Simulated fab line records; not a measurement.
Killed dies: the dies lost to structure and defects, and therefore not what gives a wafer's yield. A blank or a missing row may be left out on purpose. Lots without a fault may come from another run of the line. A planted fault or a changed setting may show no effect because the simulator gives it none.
Struck lot and sound lot, side by side / flow n5 finfet / 37 steps out of a route of 1938
Sound: wafers L363.1, L363.3, L363.5. Wafers struck: L371.1, L371.2, L371.3. The cause is given at the end.
Order at every step that has rows: each side's tool, ch and its chambers, its first start. Under that, the readings that differ: sound wafers / struck wafers / difference of the means / sigmas: that difference in standard deviations of wafers without a fault.
alike: readings with means less than 2 such deviations apart, plus words and numbers identical on both sides. not compared: withheld readings, readings lacking a value on some wafer, bounds such as >300 that could conceal the same value, and numbers that have no deviation in the record and whose values overlap.
The two part at a step that has a row with sigmas, a row that says differs or no value, or rows on one side only. Numbers that don't overlap but have no deviation are shown without sigmas and don't part them. A reading that every wafer of one side lacks parts them only if that side has two wafers or more.

first, 9 steps without rows for these wafers: N5_BEOL_M8_DESCUM_33 (chemistry O2, time 7 s); N5_BEOL_M8_ETCH_72 (etches underlayer in N2/H2, target depth 6.5 nm, time 5.2 s); N5_BEOL_M8_ETCH_65 (etches SiARC in CF4, target depth 15.6 nm, time 26 s); N5_BEOL_M8_ETCH_66 (etches SOC in N2/H2, target depth 80 nm, overetch 16 nm, time 120 s); N5_BEOL_M8_STRIP_69 (strips in N2/H2); N5_BEOL_M8_STRIP_73 (strips in N2/H2); N5_BEOL_M8_VIA_ETCH_34 (etches SiCOH lowk in C4F6/O2, target depth 125.5 nm, time 50.5 s); N5_BEOL_M8_STRIP_76 (strips in C4F6/O2); N5_BEOL_M8_STRIP_36 (strips in N2/H2).
N5_BEOL_M8_TRENCH_ETCH_37: etches SiCOH lowk in C4F6/O2, target depth 93.478 nm, time 31.2 s.
  sound on rie diel-01 ch 1,2,3, day 10 13:08; struck on rie diel-01 ch 1,2,3, day 12 10:03
reading=oes_f_703_au (a.u.); sound=0.75 0.73 0.73; struck=0.53 0.51 0.53; difference=-0.21; sigmas=-2
reading=rf fwd power W (W); sound=339.8 340.9 336.7; struck=258.2 256.8 257.1; difference=-81.8; sigmas=-55
reading=rf vpp V (V); sound=669 677 668; struck=781 768 770; difference=+102; sigmas=+19
reading=model.etch.depth nm (nm); sound=92.87 92.11 91.95; struck=81.82 82.12 83.1; difference=-9.96; sigmas=
reading=model.BEOL_M8.feature depth nm (nm); sound=92.8 92.2 92; struck=81.8 82.2 83.2; difference=-9.9; sigmas=
  alike: drypump motor current A, oes product au, showerhead plenum p Torr, throttle valve pct
  not compared: rf hours counter h
then, 2 steps without rows for these wafers: N5_BEOL_M8_ETCH_41 (etches SiCN in CH3F/O2, target depth 31.9 nm, time 57.8 s); N5_BEOL_M8_STRIP_80 (strips in N2/H2, time 10 s).
N5_BEOL_M8_OCD_MEAS_38:
  sound on ocd-01 at day 10 13:19; struck on ocd-02 at day 12 10:13
reading=trench depth nm (nm); sound=92.8 92.2 91.8; struck=81.5 82.0 83.2; difference=-10.0; sigmas=-8
then, 13 steps without rows for these wafers: N5_BEOL_M8_HM_STRIP_39 (strips TiN in peroxide tin strip, target depth 25 nm, time 158 s); N5_BEOL_M8_SRD_40 (time 30 s); N5_BEOL_M8_PRECLEAN_42 (cleans in residue remover, time 60 s); N5_BEOL_M8_SRD_43 (time 30 s); N5_BEOL_M8_CURE_75 (cures SiCOH lowk, time 120 s); N5_BEOL_M8_DEGAS_44 (time 60 s); N5_BEOL_M8_PRE_CLEAN_45 (time 30 s); N5_BEOL_M8_ALD_77 (deposits TaN, target thk 2 nm, pulse time 2 s, purge time 3 s); N5_BEOL_M8_SURFACE_TREAT_79; N5_BEOL_M8_CVD_78 (deposits Co from CCTBA/H2, target thk 2 nm, time 142.3 s); N5_BEOL_M8_SPUTTER_48 (material Cu, target thk 10 nm, time 1.667 s); N5_BEOL_M8_ECD_50 (material Cu, target thk 300 nm); N5_BEOL_M8_ANNEAL_51 (time 90 s).
N5_BEOL_M8_CMP_52: polishes, stops on SiCOH lowk, t overpolish 6.9 s, target thk 80 nm.
  sound on cmp-01 ch 0,2, day 10 15:40; struck on cmp-02 ch 0,1,2, day 12 12:52
reading=time to endpoint s (s); sound=66.9 66.2 64.9; struck=60.9 62.1 60.2; difference=-4.9; sigmas=-2
reading=model.Cu_of_BEOL_M8_ECD_50.thk nm (nm); sound=81.8 79.2 79.6; struck=68.4 68.2 70.2; difference=-11.3; sigmas=
  alike: barrier field endpoint s, motor current A, overpolish run s
N5_BEOL_M8_THK_MEAS_53: measures by xrf.
  sound on film metro-02 at day 10 15:55; struck on film metro-02 at day 12 13:10
reading=M8_THK (nm); sound=81.8 79.2 80.2; struck=68.6 68.9 70.0; difference=-11.2; sigmas=-7
then, 2 steps without rows for these wafers: N5_BEOL_M8_PRE_CLEAN_55 (time 15 s); N5_BEOL_M8_DEP_56 (deposits SiCN from 3MS/NH3, target thk 10 nm, time 17.5 s).
N5_BEOL_M8_RS_MEAS_57: uses a four-point probe to measure.
  sound on film metro-01 at day 10 16:03; struck on film metro-02 at day 12 13:19
reading=M8_RS (ohm/sq); sound=0.280 0.290 0.289; struck=0.346 0.345 0.335; difference=+0.056; sigmas=+9
then, 5 steps without rows for these wafers: N5_BEOL_M9_ILD_DEP_00 (deposits SiCOH lowk from DEMS/porogen, target thk 308.51 nm, time 58 s); N5_BEOL_M9_CURE_71 (cures SiCOH lowk, time 240 s); N5_BEOL_M9_PECVD_70 (deposits SiO2 from TEOS/O2, target thk 20 nm, time 22.7 s); N5_BEOL_M9_HM_DEP_02 (deposits TiN, target thk 20 nm); N5_BEOL_M9_COAT_59 (time 60 s, resist thk 100 nm).
N5_BEOL_M15_RC_MEAS_101:
  sound on prober-01 ch 0, day 12 20:02; struck on prober-01 ch 0, day 14 13:03
reading=COMB_M15 (S/m); sound=2.4e-12 3e-12 3.9e-12; struck=1.2e-12 1.5e-12 2.6e-12; difference=-1.3e-12; sigmas=-3
reading=SERP_M8 (ohm/um); sound=13.7 14.1 14.1; struck=16.2 16.0 16.4; difference=+2.2; sigmas=+5
reading=SERP_M8_max_site (ohm/um); sound=14.2 14.7 14.5; struck=16.6 16.5 17.0; difference=+2.2; sigmas=+5
  alike: etest temp c, COMB_M10, COMB_M11, COMB_M12, COMB_M13, COMB_M13_max_site, COMB_M14, COMB_M5, COMB_M6, COMB_M7, COMB_M8, COMB_M9, SERP_M10, SERP_M11, SERP_M12, SERP_M13, SERP_M13_max_site, SERP_M14, SERP_M5, SERP_M6, SERP_M7, SERP_M9, SERP_M9_max_site

## WHERE THEY PART
First at N5_BEOL_M8_TRENCH_ETCH_37; last, within this record, at N5_BEOL_M15_RC_MEAS_101.

WHY: what the simulator had put in
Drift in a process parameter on rie diel-01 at N5_BEOL_M8_TRENCH_ETCH_37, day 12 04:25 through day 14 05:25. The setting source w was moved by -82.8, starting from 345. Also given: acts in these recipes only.
